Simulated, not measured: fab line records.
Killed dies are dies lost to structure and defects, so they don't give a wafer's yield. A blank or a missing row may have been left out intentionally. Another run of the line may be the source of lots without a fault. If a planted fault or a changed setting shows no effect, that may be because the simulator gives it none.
fab line records ; flow n5_finfet ; part 2 of 2: steps 5 to 6 of 6
record: lots: 24; wafers: 72; last_day: 19
route steps=1938 shown MOL_CONTACT_COAG@579 BEOL_M0_SAQP@634
lots that met no fault: taken from a fault-free run of the same line
start_h: start of the lot's first displayed wafer, in hours after the record's first day ; wait_h: how many hours have passed since the lot's step before this one ; " the same as in the row above ; L1.1+2: several wafers, shown together as one row ; - value missing, or start not given ; * or withheld: withheld ; < > ~ a bound
route shown NAME@n: names a module that has steps shown in the file, with the first one's number in the route ; usual: mean/standard deviation taken from wafers without a fault ; same: alike in all rows ; chamber/n: place in a boat ; sites: per-site readings ; _std_site: how widely they spread, as a standard deviation ; _edge_site: outer sites' mean less inner sites' ; radius_mm: for every site, how far away it sits from the centre of the wafer ; mask NAME#n: copy n ; behind: the last tool/chamber to shape the wafer ; hold: cause of the lot's hold/its duration in hours/its outcome ; device: the n, p or np transistor that did not switch ; end of line: tests run on the same wafers once the route is complete ; for a step that has no rows: nothing shown but its recipe ; killed: dies lost to structure and defects at the first sort, not the wafer's yield ; map: the dies of a wafer, with x for killed, . for not killed, _ for no die there
set.NAME: setting as actually run; set.NAME@STEP: the setting as run at that earlier step ; model.NAME: the simulator's own value behind a step, which no gauge read
route steps across a sampled set of lots; one table per step, one row per wafer
services: a tool's chamber out of use, with start hour (start_h, from the record's first day; less than 0 if before it), hours out, and reason
== steps ==
step: N5_BEOL_M0_SAQP_MANDREL1_REMOVE_100
recipe: chemistry: HBr/Cl2/O2; bt_time_s: 10; target: a-Si; stop_on: SiNx; endpoint: OES-SiCl; over_etch_frac: 0.85; icp_w: 600; bias_w: 30; HBr_flow_sccm: 150; Cl2_flow_sccm: 80; O2_flow_sccm: 5; pressure_mtorr: 10
usual: chamber_pressure_mTorr: 10.000/0.0092; drypump_motor_current_A: 5.6/0.37; oes_product_au: 1.001/0.014; throttle_valve_pct: 36.8/0.32
lot.wafer;tool;chamber;start_h;wait_h;chamber_pressure_mTorr;drypump_motor_current_A;oes_product_au;rf_hours_counter_h;throttle_valve_pct
L074.1;rie_si-02;1;112.98;0.1;9.996;5.6;1.013;150;36.5
L074.3;rie_si-02;0;112.98;0.1;9.983;5.7;1.023;6;36.6
L074.6;rie_si-02;2;112.98;0.1;9.992;6.3;1.006;-;36.6
L075.2;rie_si-02;0;124.55;0.1;9.998;5.7;1.020;7;36.6
L075.4;rie_si-02;2;124.55;0.1;9.993;6.3;1.008;94;36.6
L075.6;rie_si-02;0;124.55;0.1;9.981;5.7;1.022;-;36.6
L077.1;rie_si-03;2;128.09;0.1;9.994;5.2;1.013;147;36.5
L077.4;rie_si-03;1;128.09;0.1;9.999;5.3;1.004;151;36.7
L077.5;rie_si-03;2;128.09;0.1;10.012;5.2;1.000;-;36.5
L076.1;rie_si-06;3;128.22;0.1;10.004;6.3;1.010;118;37.0
L076.4;rie_si-06;1;128.22;0.1;10.002;5.7;0.980;121;37.3
L076.5;rie_si-06;0;128.22;0.1;10.000;5.4;1.007;-;37.0
L078.1;rie_si-02;3;135.23;0.1;9.995;5.4;0.996;92;36.9
L078.3;rie_si-02;2;135.23;0.1;9.996;6.3;1.002;94;36.6
L078.4;rie_si-02;1;135.23;0.1;10.003;5.6;1.004;151;36.4
L079.1;rie_si-02;2;143.58;0.1;10.023;6.3;1.021;94;36.6
L079.4;rie_si-02;0;143.58;0.1;10.010;5.7;1.030;7;36.6
L079.6;rie_si-02;1;143.58;0.1;10.007;5.6;1.004;-;36.4
L080.1;rie_si-02;1;147.11;0.1;10.005;5.6;1.014;151;36.5
L080.4;rie_si-02;0;147.11;0.1;10.002;5.7;1.031;7;36.6
L080.6;rie_si-02;1;147.11;0.1;10.013;5.6;1.018;-;36.4
L081.1;rie_si-06;0;154.31;0.1;9.999;5.4;1.000;162;37.1
L081.3;rie_si-06;2;154.31;0.1;10.004;5.7;0.985;157;36.2
L081.4;rie_si-06;1;154.31;0.1;10.016;5.7;0.980;122;37.3
L082.3;rie_si-06;0;164.45;0.1;9.996;5.4;1.014;162;37.1
L082.4;rie_si-06;1;164.45;0.1;9.992;5.7;0.980;122;37.3
L082.6;rie_si-06;0;164.45;0.1;10.004;5.4;1.012;-;37.1
L083.2;rie_si-06;1;169.21;0.1;9.997;5.7;0.994;122;37.3
L083.4;rie_si-06;0;169.21;0.1;9.981;5.4;1.004;162;37.1
L083.6;rie_si-06;1;169.21;0.1;10.005;5.7;0.993;-;37.3
L084.1;rie_si-06;2;174.77;0.1;9.999;5.7;0.982;157;36.2
L084.4;rie_si-06;3;174.77;0.1;9.980;6.3;1.009;119;37.0
L084.6;rie_si-06;2;174.77;0.1;10.002;5.7;0.989;-;36.2
L085.2;rie_si-06;3;186.45;0.1;10.006;6.3;1.000;119;37.0
L085.3;rie_si-06;2;186.45;0.1;9.987;5.7;0.977;158;36.2
L085.4;rie_si-06;1;186.45;0.1;10.007;5.7;0.986;122;37.3
L086.1;rie_si-03;1;191.21;0.1;10.000;5.2;1.006;152;36.7
L086.5;rie_si-03;2;191.21;0.1;10.002;5.1;1.022;-;36.5
L086.6;rie_si-03;1;191.21;0.1;9.994;5.3;1.015;-;36.7
L087.1;rie_si-06;0;194.74;0.1;9.996;5.4;0.989;162;37.1
L087.2;rie_si-06;2;194.74;0.1;9.993;5.7;0.975;158;36.2
L087.5;rie_si-06;0;194.74;0.1;9.988;5.4;0.990;-;37.1
L088.1;rie_si-06;2;198.80;0.1;9.993;5.7;0.974;158;36.2
L088.3;rie_si-06;1;198.80;0.1;10.009;5.7;0.979;123;37.3
L088.6;rie_si-06;0;198.80;0.1;10.005;5.4;0.999;-;37.1
L089.2;rie_si-02;2;202.99;0.1;9.998;6.3;1.000;96;36.6
L089.3;rie_si-02;3;202.99;0.1;10.004;5.4;0.994;93;36.9
L089.6;rie_si-02;1;202.99;0.1;9.995;5.6;1.009;-;36.4
L090.3;rie_si-06;2;209.23;0.1;9.990;5.7;0.975;158;36.2
L090.4;rie_si-06;0;209.23;0.1;10.009;5.4;1.006;163;37.1
L090.5;rie_si-06;3;209.23;0.1;10.010;6.3;1.009;-;37.0
L091.1;rie_si-03;3;212.17;0.1;10.005;5.5;1.005;96;36.7
L091.2;rie_si-03;1;212.17;0.1;9.982;5.3;1.005;152;36.7
L091.6;rie_si-03;1;212.17;0.1;9.981;5.3;1.005;-;36.7
L092.1;rie_si-03;0;220.38;0.1;9.997;5.1;0.988;5;37.1
L092.2;rie_si-03;3;220.38;0.1;9.998;5.5;1.007;96;36.7
L092.6;rie_si-03;0;220.38;0.1;10.011;5.1;0.984;-;37.1
L093.1;rie_si-06;1;226.63;0.1;9.997;5.7;1.000;123;37.3
L093.4;rie_si-06;3;226.63;0.1;10.012;6.3;1.007;120;37.0
L093.6;rie_si-06;3;226.63;0.1;9.999;6.3;1.006;-;37.0
L094.1;rie_si-03;3;234.33;0.1;9.997;5.5;1.004;96;36.7
L094.2;rie_si-03;1;234.33;0.1;9.985;5.3;0.999;153;36.7
L094.5;rie_si-03;2;234.33;0.1;10.001;5.1;1.009;-;36.5
L095.2;rie_si-03;1;238.71;0.1;10.013;5.3;0.997;153;36.7
L095.5;rie_si-03;2;238.71;0.1;10.004;5.2;1.009;-;36.5
L095.6;rie_si-03;3;238.71;0.1;9.991;5.5;1.002;-;36.7
L096.2;rie_si-02;3;247.62;0.1;9.999;5.4;1.005;94;36.9
L096.4;rie_si-02;0;247.62;0.1;9.996;5.6;1.026;9;36.6
L096.5;rie_si-02;0;247.62;0.1;9.995;5.7;1.016;-;36.6
L097.2;rie_si-03;0;250.78;0.1;9.998;5.1;0.998;5;37.1
L097.3;rie_si-03;3;250.78;0.1;10.008;5.5;1.015;96;36.7
L097.6;rie_si-03;3;250.78;0.1;10.001;5.5;0.999;-;36.7
step: N5_BEOL_M0_SAQP_RECESS_104
recipe: chemistry: HF/NH3; target: SiO2; target_depth_a: 180; afs_cycles: 3; temp_c: 30; sublimation_temp_c: 180; sublimation_time_s: 60
usual: drypump_motor_current_A: 6.21/0.22
lot.wafer;tool;chamber;start_h;wait_h;drypump_motor_current_A
L074.1;vapor_etch-01;1;113.66;0.3;6.62
L074.3;vapor_etch-01;1;113.66;0.3;6.62
L074.6;vapor_etch-01;0;113.66;0.3;5.94
L075.2;vapor_etch-01;0;125.32;0.3;5.94
L075.4;vapor_etch-01;1;125.32;0.3;6.58
L075.6;vapor_etch-01;0;125.32;0.3;5.93
L077.1;vapor_etch-02;1;128.45;0.1;6.19
L077.4;vapor_etch-02;0;128.45;0.1;6.17
L077.5;vapor_etch-02;1;128.45;0.1;6.16
L076.1;vapor_etch-01;0;128.80;0.1;5.95
L076.4;vapor_etch-01;1;128.80;0.1;6.58
L076.5;vapor_etch-01;0;128.80;0.1;5.95
L078.1;vapor_etch-02;0;135.60;0.1;6.16
L078.3;vapor_etch-02;1;135.60;0.1;6.17
L078.4;vapor_etch-02;0;135.60;0.1;6.10
L079.1;vapor_etch-02;0;144.13;0.2;6.16
L079.4;vapor_etch-02;1;144.13;0.2;6.18
L079.6;vapor_etch-02;1;144.13;0.2;6.18
L080.1;vapor_etch-01;1;147.78;0.1;6.64
L080.4;vapor_etch-01;0;147.78;0.1;5.98
L080.6;vapor_etch-01;1;147.78;0.1;6.62
L081.1;vapor_etch-02;1;154.78;0.1;6.15
L081.3;vapor_etch-02;0;154.78;0.1;6.18
L081.4;vapor_etch-02;1;154.78;0.1;6.17
L082.3;vapor_etch-01;0;164.94;0.2;5.95
L082.4;vapor_etch-01;1;164.94;0.2;6.59
L082.6;vapor_etch-01;0;164.94;0.2;5.96
L083.2;vapor_etch-02;1;169.58;0.1;6.17
L083.4;vapor_etch-02;0;169.58;0.1;6.11
L083.6;vapor_etch-02;0;169.58;0.1;6.16
L084.1;vapor_etch-02;0;175.14;0.1;6.21
L084.4;vapor_etch-02;0;175.14;0.1;6.16
L084.6;vapor_etch-02;0;175.14;0.1;6.19
L085.2;vapor_etch-01;0;186.82;0.1;5.95
L085.3;vapor_etch-01;0;186.82;0.1;5.96
L085.4;vapor_etch-01;1;186.82;0.1;6.61
L086.1;vapor_etch-02;1;191.60;0.1;6.19
L086.5;vapor_etch-02;0;191.60;0.1;6.16
L086.6;vapor_etch-02;1;191.60;0.1;6.18
L087.1;vapor_etch-02;0;195.34;0.1;6.20
L087.2;vapor_etch-02;1;195.34;0.1;6.16
L087.5;vapor_etch-02;1;195.34;0.1;6.17
L088.1;vapor_etch-01;1;199.17;0.1;6.61
L088.3;vapor_etch-01;0;199.17;0.1;5.94
L088.6;vapor_etch-01;0;199.17;0.1;5.95
L089.2;vapor_etch-02;1;203.36;0.1;6.17
L089.3;vapor_etch-02;1;203.36;0.1;6.18
L089.6;vapor_etch-02;0;203.36;0.1;6.18
L090.3;vapor_etch-02;1;209.72;0.2;6.19
L090.4;vapor_etch-02;0;209.72;0.2;6.13
L090.5;vapor_etch-02;0;209.72;0.2;6.14
L091.1;vapor_etch-01;1;212.54;0.1;6.62
L091.2;vapor_etch-01;0;212.54;0.1;5.94
L091.6;vapor_etch-01;1;212.54;0.1;6.63
L092.1;vapor_etch-02;1;221.00;0.1;6.18
L092.2;vapor_etch-02;0;221.00;0.1;6.13
L092.6;vapor_etch-02;1;221.00;0.1;6.18
L093.1;vapor_etch-02;1;227.00;0.1;6.20
L093.4;vapor_etch-02;0;227.00;0.1;6.13
L093.6;vapor_etch-02;0;227.00;0.1;6.14
L094.1;vapor_etch-01;1;234.70;0.1;6.58
L094.2;vapor_etch-01;0;234.70;0.1;5.92
L094.5;vapor_etch-01;1;234.70;0.1;6.58
L095.2;vapor_etch-01;1;239.11;0.1;6.59
L095.5;vapor_etch-01;0;239.11;0.1;5.94
L095.6;vapor_etch-01;1;239.11;0.1;6.62
L096.2;vapor_etch-02;1;248.27;0.1;6.20
L096.4;vapor_etch-02;0;248.27;0.1;6.17
L096.5;vapor_etch-02;0;248.27;0.1;6.17
L097.2;vapor_etch-02;0;251.14;0.1;6.14
L097.3;vapor_etch-02;0;251.14;0.1;6.18
L097.6;vapor_etch-02;1;251.14;0.1;6.16
== services ==
tool;chamber;start_h;hours;kind
ald_sin-03;-;78.53;14.6;pm
ald_sin-02;0;78.91;3.3;repair
ald_sin-01;-;85.61;14.0;pm
rie_diel-03;3;86.91;5.4;repair
pvd_sputter-03;-;89.04;0.6;repair
rie_diel-01;0;100.51;13.7;repair
rie_diel-04;2;110.41;45.9;repair
rie_diel-04;-;115.75;0.4;repair
ald_sin-03;3;135.05;4.0;repair
rie_diel-04;0;159.67;9.2;repair
rie_diel-04;3;166.89;6.3;repair
rie_si-02;3;174.52;23.4;repair
rie_si-02;0;175.83;7.0;repair
ald_sin-03;-;176.99;14.0;pm
ald_sin-01;-;183.32;0.7;repair
rie_si-02;0;193.10;3.9;repair
rie_diel-01;2;196.01;16.2;repair
rie_si-06;-;218.94;2.8;pm
ald_sin-01;-;226.50;0.6;repair
pvd_sputter-02;-;228.43;5.9;repair
rie_si-02;0;232.10;4.7;repair
rie_diel-01;0;236.26;2.0;repair
rie_diel-01;1;242.72;9.3;repair
ald_sin-02;0;247.20;6.8;repair
